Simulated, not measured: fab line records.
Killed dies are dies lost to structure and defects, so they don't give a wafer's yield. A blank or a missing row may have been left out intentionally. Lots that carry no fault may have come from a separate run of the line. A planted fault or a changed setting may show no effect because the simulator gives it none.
A lot that was struck, set against a sound lot | flow nand-harc | 14 out of 1159 route steps
Sound: the wafers L465.2, L465.4, L465.5. Wafers L472.3, L472.4, L472.5 were the ones struck. The cause comes at the end.
Per side, at each step with rows, come the tool, then ch with its chambers, and then its first start. Under that, the readings that differ: sound wafers | struck wafers | difference of the means | sigmas: that difference in standard deviations of wafers without a fault.
alike: a reading whose means differ by less than 2 such deviations, as well as words and numbers matching on both sides. not compared: withheld readings; readings where some wafer has no value; bounds like >300 that might hide an equal value; numbers whose values overlap and for which the record gives no deviation.
Wherever a step has rows on one side only, a row that says differs or no value, or a row with sigmas, the two part there. Numbers that don't overlap but have no deviation are shown without sigmas and don't part them. A reading missing from all wafers of one side parts the sides only when that side holds two or more wafers.

NHARC_A_STAIRCASE_STRIP_316: strips in O2.
  sound: rie-diel-12 ch 0,1,3; struck: rie-diel-12 ch 1,2,3
  alike: drypump-motor-current-A, oes-product-au, rf-vpp-V, showerhead-plenum-p-Torr, throttle-valve-pct
  not compared: rf-hours-counter-h
then, 3 steps without rows for these wafers: NHARC_A_STAIRCASE_STRIP_317 (strips in SPM, time 900 s); NHARC_A_STAIRCASE_PRECLEAN_318 (cleans in SC1); NHARC_A_STAIRCASE_SRD_329.
NHARC_A_STAIRCASE_ALD_415: deposits SiO2, target thk 30 nm, pulse time 6 s, ald cycles 300.
  sound on ald-hk-03 ch 0,1,2, day 12 20:46; struck on ald-hk-02 ch 2,3, day 14 03:40
  alike: heater-power-outer-w, heater-power-w, precursor-pulse-height-rel
NHARC_A_STAIRCASE_ETCHBACK_416: etches the open film in C4F8/O2/Ar, target depth 36 nm, time 7.2 s.
  sound: rie-diel-12 ch 1,3; struck: rie-diel-12 ch 1,3
  alike: oes-product-au, rf-vpp-V
  not compared: rf-hours-counter-h
NHARC_A_STAIRCASE_STRIP_476: strips in O2, time 20 s.
  sound on rie-diel-12 ch 0,1,2, day 12 22:54; struck on rie-diel-12 ch 1,3, day 14 05:40
  alike: drypump-motor-current-A, oes-product-au, rf-vpp-V, showerhead-plenum-p-Torr, throttle-valve-pct
  not compared: rf-hours-counter-h
NHARC_A_STAIRCASE_DEP_417: deposits Si3N4, target thk 60 nm.
  sound on pecvd-01 ch 0,2, day 12 23:05; struck on pecvd-04 ch 0,2, day 14 05:50
  alike: heater-power-w
then, 3 steps without rows for these wafers: NHARC_A_STAIRCASE_WET_418 (chemistry H3PO4, target depth 20 nm); NHARC_A_STAIRCASE_PRECLEAN_419 (cleans in SC1); NHARC_A_STAIRCASE_SRD_421.
NHARC_A_STAIRCASE_ALD_420: deposits SiO2, target thk 20 nm, pulse time 6 s, ald cycles 200.
  sound on ald-hk-03 ch 0,3, day 13 02:46; struck on ald-hk-02 ch 1,2, day 14 08:15
  no value came back on the struck wafers for ald-cycles, heater-power-outer-w (W), heater-power-w (W), precursor-pulse-height-rel; on the sound wafers ald-cycles reads 200 200 200
then, 1 step without rows for these wafers: NHARC_A_STAIRCASE_CVD_552 (deposits SiNx, target thk 40 nm).
-- break in the record here, with 7 days between the starts of the struck wafers on either side (left off in module A_STAIRCASE, picked up again in module END, where the first step shown is number 1159 on the route) --
NHARC_END_SORT_01:
  the record has rows for the struck wafers here (prober-01 ch 0, day 21 17:55) and none for the sound ones

WHERE THEY PART
At NHARC_A_STAIRCASE_ALD_420 first; at NHARC_END_SORT_01 last (within this record only).

WHY: whatever the simulator had introduced
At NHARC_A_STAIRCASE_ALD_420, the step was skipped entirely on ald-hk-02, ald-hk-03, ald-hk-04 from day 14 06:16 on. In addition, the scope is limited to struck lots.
